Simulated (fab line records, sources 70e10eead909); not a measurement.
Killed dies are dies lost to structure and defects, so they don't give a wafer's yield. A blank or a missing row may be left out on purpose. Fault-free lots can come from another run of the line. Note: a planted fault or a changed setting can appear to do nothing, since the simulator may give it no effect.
Chamber matching	flow nand-harc	NHARC_P_M0_CMP_23 on cmp-01: 4 sister chambers
The step polishes, t overpolish 20 s, target thk 117.53 nm. 4 wafers are shown with their chamber, then 10 later ones without.

## WAFERS WITH THEIR CHAMBER
wafer	chamber	motor-current-A (A)
L089.1	0	12.9
L089.5	3	11.8
L092.2	1	10.9
L092.3	2	13.6

## WAFERS WITHOUT THEIR CHAMBER
wafer	motor-current-A (A)
L092.6	13.2
L091.1	12.6
L091.4	14.1
L091.6	13.6
L095.2	13.9
L095.4	13.3
L095.5	11.5
L097.2	10.8
L097.3	13.0
L097.5	11.7

## CHAMBER TAKEN BY EACH
wafer	from the rows above	in truth
L092.6	can't be placed: 0 or 2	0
L091.1	can't be placed: 0 or 3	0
L091.4	2	2
L091.6	2	2
L095.2	2	2
L095.4	can't be placed: 2 or 0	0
L095.5	can't be placed: 3 or 1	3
L097.2	1	1
L097.3	can't be placed: 0 or 2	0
L097.5	3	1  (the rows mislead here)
Correct placement for 4 of the 10. Not placeable from these rows: 5 (in 5, the candidates include the true chamber). Number placed wrongly: 1.
How it was worked out, from the rows above alone: a wafer's distance from a chamber is the root of the sum, over the readings, of the square of ((its reading less the chamber's mean) divided by the reading's scatter). The wafer belongs to the nearest chamber; if the next one is less than 2 further off, it can't be placed. A chamber's mean is the mean of its shown wafers. The scatter: root of mean squared gap, hidden wafer to nearest shown wafer, with one shown wafer a chamber.
